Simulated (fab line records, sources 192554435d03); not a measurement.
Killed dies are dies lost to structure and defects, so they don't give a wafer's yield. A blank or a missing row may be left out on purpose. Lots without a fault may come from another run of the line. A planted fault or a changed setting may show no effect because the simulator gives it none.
Split-lot experiment | flow n5_finfet | 7 lots, 39 wafers read, on a route of 1938 steps

THE SPLIT
At N5_BEOL_M3_DESCUM_33 (chemistry O2, time 7 s), the setting time_s was moved away from the recipe's 7 s on 6 of the 39 wafers read, by -23.0% to +48.3%. The other wafers ran this setting at the recipe's value.

The reading is taken at the split's own step.

THE READING
CAR-EUV_of_BEOL_M3_COAT_22.thk_nm (the simulator's own value, which no gauge read), in nm, at N5_BEOL_M3_DESCUM_33 (chemistry O2, time 7 s). The file gives no usual value for it. The 33 wafers here that ran the recipe average 26.0 nm, standard deviation 0.092 nm.

wafer  | tool, chamber at the split | time_s as run, s | against the recipe | CAR-EUV_of_BEOL_M3_COAT_22.thk_nm, nm | against lot-mates on the recipe
L074.1 | rie_diel-06, 3             | 7                | recipe             | 25.8                                  | -
L074.2 | rie_diel-06, 1,0,2,0,3     | 7                | recipe             | 26                                    | -
L074.3 | rie_diel-06, 1,0,2,0,3     | 7                | recipe             | 26                                    | -
L074.4 | rie_diel-06, 1,0,2,0,3     | 7                | recipe             | 26                                    | -
L074.5 | rie_diel-06, 1,0,2,0,3     | 7                | recipe             | 26                                    | -
L074.6 | rie_diel-06, 1,0,2,0,3     | 7                | recipe             | 26                                    | -
L078.1 | rie_diel-06, 3             | 10.38            | +48.3%             | 24.4                                  | -1.8
L078.5 | rie_diel-06, 3             | 10.38            | +48.3%             | 24.4                                  | -1.8
L078.2 | rie_diel-06, 1,2,2         | 7                | recipe             | 26.2                                  | -
L078.4 | rie_diel-06, 1,2,2         | 7                | recipe             | 26.2                                  | -
L078.6 | rie_diel-06, 1,2,2         | 7                | recipe             | 26.2                                  | -
L078.3 | rie_diel-06, 0             | 10.38            | +48.3%             | 24.6                                  | -1.6
L080.1 | rie_diel-06, 2,3,1,2,3     | 7                | recipe             | 26                                    | -
L080.2 | rie_diel-06, 2,3,1,2,3     | 7                | recipe             | 26                                    | -
L080.4 | rie_diel-06, 2,3,1,2,3     | 7                | recipe             | 26                                    | -
L080.5 | rie_diel-06, 2,3,1,2,3     | 7                | recipe             | 26                                    | -
L080.6 | rie_diel-06, 2,3,1,2,3     | 7                | recipe             | 26                                    | -
L080.3 | rie_diel-06, 0             | 7                | recipe             | 26.2                                  | -
L081.2 | rie_diel-03, 3,3,0         | 7                | recipe             | 26                                    | -
L081.5 | rie_diel-03, 3,3,0         | 7                | recipe             | 26                                    | -
L081.6 | rie_diel-03, 3,3,0         | 7                | recipe             | 26                                    | -
L084.1 | rie_diel-04, 1,3,3,2       | 7                | recipe             | 26                                    | -
L084.4 | rie_diel-04, 1,3,3,2       | 7                | recipe             | 26                                    | -
L084.5 | rie_diel-04, 1,3,3,2       | 7                | recipe             | 26                                    | -
L084.6 | rie_diel-04, 1,3,3,2       | 7                | recipe             | 26                                    | -
L084.2 | rie_diel-04, 0,2           | 7                | recipe             | 25.8                                  | -
L084.3 | rie_diel-04, 0,2           | 7                | recipe             | 25.8                                  | -
L088.1 | rie_diel-06, 2,0,3         | 7                | recipe             | 26                                    | -
L088.4 | rie_diel-06, 2,0,3         | 7                | recipe             | 26                                    | -
L088.6 | rie_diel-06, 2,0,3         | 7                | recipe             | 26                                    | -
L088.2 | rie_diel-06, 3,1,2         | 5.391            | -23.0%             | 26.8                                  | +0.8
L088.3 | rie_diel-06, 3,1,2         | 5.391            | -23.0%             | 26.8                                  | +0.8
L088.5 | rie_diel-06, 3,1,2         | 5.391            | -23.0%             | 26.8                                  | +0.8
L090.1 | rie_diel-06, 0,1,2,3,2,1   | 7                | recipe             | 26                                    | -
L090.2 | rie_diel-06, 0,1,2,3,2,1   | 7                | recipe             | 26                                    | -
L090.3 | rie_diel-06, 0,1,2,3,2,1   | 7                | recipe             | 26                                    | -
L090.4 | rie_diel-06, 0,1,2,3,2,1   | 7                | recipe             | 26                                    | -
L090.5 | rie_diel-06, 0,1,2,3,2,1   | 7                | recipe             | 26                                    | -
L090.6 | rie_diel-06, 0,1,2,3,2,1   | 7                | recipe             | 26                                    | -
Where a row lists several chambers, the file gives one row for several wafers and doesn't say which wafer went through which chamber.

THE FIT
A straight line over all 39 wafers: CAR-EUV_of_BEOL_M3_COAT_22.thk_nm changes by -0.0324 nm for each +1% of time_s; r = -0.98; the points scatter about the line by 0.092 nm.
The same after taking each lot's own level away (the mean of its wafers on the recipe; 39 wafers): -0.0357 nm for each +1%; r = -0.99; scatter 0.063 nm.
On that fit, the largest move of time_s shifts the reading by 1.7 nm.
The lots' own levels span 25.93 to 26.20 nm, that is 2.9 times the standard deviation above.
So the lot-to-lot level changes the slope little: the two slopes agree.
Check: with one of the wafers moved furthest among these (+48.3%) left out of the fit, the line predicts -1.7 nm for it against its lot-mates. It came out at -1.8 nm against them.

OTHER SPLITS ON THESE WAFERS
These wafers also went through other splits before the reading. Each is held against what the fit with the lots' levels taken away leaves over:
other split on the same wafers              | wafers away from the commonest value | r with CAR-EUV_of_BEOL_M3_COAT_22.thk_nm (lot level and that fit taken away)
N5_BEOL_M0_SAQP_SPACER2_ALD_26 target_thk_a | 9                                    | -0.06

THE FILE'S OWN FIT
CAR-EUV_of_BEOL_M3_COAT_22.thk_nm changes by -0.0357 nm for each +1% of time_s, r = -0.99.
